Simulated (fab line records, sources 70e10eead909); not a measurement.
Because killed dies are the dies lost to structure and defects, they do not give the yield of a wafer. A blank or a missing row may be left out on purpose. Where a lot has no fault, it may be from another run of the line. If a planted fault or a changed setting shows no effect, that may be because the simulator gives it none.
Chamber matching | flow nand harc | NHARC_A_STAIRCASE_ETCH_271 on rie diel-08: 4 sister chambers
The step etches the open film in CF4/CHF3. 4 wafers are shown with their chamber, then 8 later ones without.

WAFERS WITH THEIR CHAMBER
wafer  | chamber | drypump motor current A (A)
L078.1 | 0       | 5.6
L081.4 | 2       | 6.1
L084.2 | 3       | 5.5
L083.1 | 1       | 6.2

WAFERS WHOSE CHAMBER IS MISSING
wafer  | drypump motor current A (A)
L083.2 | 5.4
L083.5 | 5.6
L086.1 | 6.2
L086.4 | 6.3
L086.5 | 5.6
L093.1 | 6.1
L093.3 | 5.6
L093.4 | 6.3

THE CHAMBER EACH PASSED THROUGH
wafer  | from the rows above     | in truth
L083.2 | can't be placed: 3 or 0 | 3
L083.5 | can't be placed: 0 or 3 | 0
L086.1 | can't be placed: 1 or 2 | 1
L086.4 | can't be placed: 1 or 2 | 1
L086.5 | can't be placed: 0 or 3 | 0
L093.1 | can't be placed: 2 or 1 | 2
L093.3 | can't be placed: 0 or 3 | 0
L093.4 | can't be placed: 1 or 2 | 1
Placed correctly: 0 of 8. These rows do not allow placing 8 (true chamber among the candidates in 8). Wrongly placed: 0.
How it was worked out, from the rows above alone: a wafer's distance from a chamber is the root of the sum, over the readings, of the square of ((its reading less the chamber's mean) divided by the reading's scatter). The wafer belongs to the nearest chamber; if the next one is less than 2 further off, it can't be placed. Each chamber's mean is taken over the wafers shown for it. The scatter (one wafer shown for each chamber): square how far every hidden wafer sits from the nearest shown wafer, average those squares and take the square root.
